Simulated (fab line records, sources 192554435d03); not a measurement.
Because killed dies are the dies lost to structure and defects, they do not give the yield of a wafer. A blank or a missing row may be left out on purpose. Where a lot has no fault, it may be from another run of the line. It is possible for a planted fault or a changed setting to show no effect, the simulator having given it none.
Split-lot study / flow n5 finfet / route with 1938 steps; 7 lots, 21 wafers read

## SPLIT DETAILS
At N5_FIN_CUT_CUT_ETCH_26 (etches SiNx in CH3F/O2, target depth 39 nm, time 55.7 s), the setting source w was moved away from the recipe's 395 W on 4 of the 21 wafers read, by -11.3% to +11.9%. This setting was run at the recipe's value on the other wafers.

The reading is taken at the split's own step.

## THE READING
rf vpp V, in V, at N5_FIN_CUT_CUT_ETCH_26 (etches SiNx in CH3F/O2, target depth 39 nm, time 55.7 s). Fault-free wafers of this fab line usually give 296.9 V, standard deviation 2.5 V.

wafer=L074.2; tool, chamber at the split=rie diel-06, 0; source w as run, W=395; against the recipe=recipe; rf vpp V, V=297.0; against lot-mates on the recipe=-
wafer=L074.3; tool, chamber at the split=rie diel-06, 2; source w as run, W=395; against the recipe=recipe; rf vpp V, V=293.6; against lot-mates on the recipe=-
wafer=L074.5; tool, chamber at the split=rie diel-06, 2; source w as run, W=416.1; against the recipe=+5.3%; rf vpp V, V=286.3; against lot-mates on the recipe=-9.0
wafer=L078.3; tool, chamber at the split=rie diel-06, 2; source w as run, W=395; against the recipe=recipe; rf vpp V, V=294.1; against lot-mates on the recipe=-
wafer=L078.5; tool, chamber at the split=rie diel-06, 2; source w as run, W=395; against the recipe=recipe; rf vpp V, V=292.5; against lot-mates on the recipe=-
wafer=L078.6; tool, chamber at the split=rie diel-06, 1; source w as run, W=395; against the recipe=recipe; rf vpp V, V=300.1; against lot-mates on the recipe=-
wafer=L082.3; tool, chamber at the split=rie diel-02, 3; source w as run, W=395; against the recipe=recipe; rf vpp V, V=301.1; against lot-mates on the recipe=-
wafer=L082.5; tool, chamber at the split=rie diel-02, 0; source w as run, W=395; against the recipe=recipe; rf vpp V, V=296.2; against lot-mates on the recipe=-
wafer=L082.6; tool, chamber at the split=rie diel-02, 1; source w as run, W=395; against the recipe=recipe; rf vpp V, V=297.9; against lot-mates on the recipe=-
wafer=L085.1; tool, chamber at the split=rie diel-02, 2; source w as run, W=350.3; against the recipe=-11.3%; rf vpp V, V=313.5; against lot-mates on the recipe=+13.0
wafer=L085.2; tool, chamber at the split=rie diel-02, 3; source w as run, W=395; against the recipe=recipe; rf vpp V, V=300.5; against lot-mates on the recipe=-
wafer=L085.6; tool, chamber at the split=rie diel-02, 2; source w as run, W=350.3; against the recipe=-11.3%; rf vpp V, V=312.7; against lot-mates on the recipe=+12.2
wafer=L090.2; tool, chamber at the split=rie diel-05, 1; source w as run, W=395; against the recipe=recipe; rf vpp V, V=292.7; against lot-mates on the recipe=-
wafer=L090.4; tool, chamber at the split=rie diel-05, 2; source w as run, W=395; against the recipe=recipe; rf vpp V, V=296.7; against lot-mates on the recipe=-
wafer=L090.5; tool, chamber at the split=rie diel-05, 1; source w as run, W=395; against the recipe=recipe; rf vpp V, V=291.9; against lot-mates on the recipe=-
wafer=L091.2; tool, chamber at the split=rie diel-02, 0; source w as run, W=441.9; against the recipe=+11.9%; rf vpp V, V=281.6; against lot-mates on the recipe=-16.8
wafer=L091.3; tool, chamber at the split=rie diel-02, 1; source w as run, W=395; against the recipe=recipe; rf vpp V, V=297.9; against lot-mates on the recipe=-
wafer=L091.5; tool, chamber at the split=rie diel-02, 1; source w as run, W=395; against the recipe=recipe; rf vpp V, V=299.0; against lot-mates on the recipe=-
wafer=L094.3; tool, chamber at the split=rie diel-05, 3; source w as run, W=395; against the recipe=recipe; rf vpp V, V=297.8; against lot-mates on the recipe=-
wafer=L094.4; tool, chamber at the split=rie diel-05, 1; source w as run, W=395; against the recipe=recipe; rf vpp V, V=293.4; against lot-mates on the recipe=-
wafer=L094.5; tool, chamber at the split=rie diel-05, 3; source w as run, W=395; against the recipe=recipe; rf vpp V, V=297.2; against lot-mates on the recipe=-

FIT RESULTS
A straight line over all 21 wafers: rf vpp V changes by -1.43 V for each +1% of source w; r = -0.92; the points scatter about the line by 2.8 V.
The same after taking each lot's own level away (the mean of its wafers on the recipe; 21 wafers): -1.26 V for each +1%; r = -0.94; scatter 2.1 V.
Per that fit: largest source w move, reading shift of 15 V.
Measured against the standard deviation above, the lots' own levels, which go from 293.77 to 300.50 V, span 2.7 times it.
In other words, the slope is changed by the lot-to-lot level; the two fits disagree.
Check: -14.3 V against its lot-mates is what the line predicts for one of the wafers moved furthest among these (+11.9%) when that wafer is left out of the fit. Against them it came out at -16.8 V.
Tool readings at the split's step, against how far the setting was moved: rf vpp V r = -0.92.

## THE OTHER SPLITS THESE WAFERS WENT THROUGH
Note: prior to the reading, these wafers also went through further splits. Each is held against what the fit with the lots' levels taken away leaves over:
other split on the same wafers=N5_WELL_APT_COAT_02 spin rpm; wafers away from the commonest value=9; r with rf vpp V (lot level and that fit taken away)=-0.04
other split on the same wafers=N5_WELL_APT_EXPOSE_05 dose mj; wafers away from the commonest value=5; r with rf vpp V (lot level and that fit taken away)=-0.04
other split on the same wafers=N5_PMOS_HMC_CHANNEL_EPI_PEB_07 peb time s; wafers away from the commonest value=6; r with rf vpp V (lot level and that fit taken away)=-0.46
other split on the same wafers=N5_PMOS_HMC_CHANNEL_EPI_DEVELOP_08 develop time s; wafers away from the commonest value=7; r with rf vpp V (lot level and that fit taken away)=-0.09
other split on the same wafers=N5_FIN_SAQP_ETCH_65 time s; wafers away from the commonest value=4; r with rf vpp V (lot level and that fit taken away)=+0.06
other split on the same wafers=N5_FIN_CUT_ETCH_21 time s; wafers away from the commonest value=8; r with rf vpp V (lot level and that fit taken away)=-0.28

## THE FILE'S OWN FIT
rf vpp V changes by -1.31 V for each +1% of source w, r = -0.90.
